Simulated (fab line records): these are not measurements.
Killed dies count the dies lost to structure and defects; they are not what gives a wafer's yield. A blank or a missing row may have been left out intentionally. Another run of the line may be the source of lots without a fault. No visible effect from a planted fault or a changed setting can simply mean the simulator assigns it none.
Matching of chambers | flow n5_finfet | N5_MOL_CONTACT_COAG_CMP_52 on cmp-03: 4 sister chambers
The step polishes, stops on SiO2, t overpolish 1.5 s, target thk 66.5 nm. 4 wafers are shown with their chamber, then 7 later ones without.

== EACH WAFER AND ITS CHAMBER ==
wafer  | chamber | motor_current_A (A)
L079.1 | 0       | 10.2
L081.3 | 2       | 13.3
L082.1 | 3       | 12.8
L082.2 | 1       | 12.8

== WAFERS WITHOUT THEIR CHAMBER ==
wafer  | motor_current_A (A)
L082.6 | 13.8
L089.1 | 11.0
L089.5 | 13.0
L089.6 | 13.8
L096.1 | 12.3
L096.2 | 12.8
L096.3 | 13.6

== EACH ONE'S CHAMBER ==
wafer  | from the rows above          | in truth
L082.6 | can't be placed: 2 or 1 or 3 | 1
L089.1 | 0                            | 0
L089.5 | can't be placed: 1 or 3 or 2 | 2
L089.6 | can't be placed: 2 or 1 or 3 | 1
L096.1 | can't be placed: 1 or 3 or 2 | 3
L096.2 | can't be placed: 1 or 3 or 2 | 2
L096.3 | can't be placed: 2 or 1 or 3 | 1
Correctly placed: 1 of 7. These rows do not allow placing 6 (true chamber among the candidates in 6). Placed wrongly: 0.
How it was worked out, from the rows above alone: a wafer's distance from a chamber is the root of the sum, over the readings, of the square of ((its reading less the chamber's mean) divided by the reading's scatter). If the next closest chamber is less than 2 further off than the closest, the wafer can't be placed; otherwise it belongs to the closest. A chamber's mean is the mean of its shown wafers. The scatter: with one shown wafer a chamber, the root of the mean of the squares of how far each hidden wafer lies from its nearest shown one.
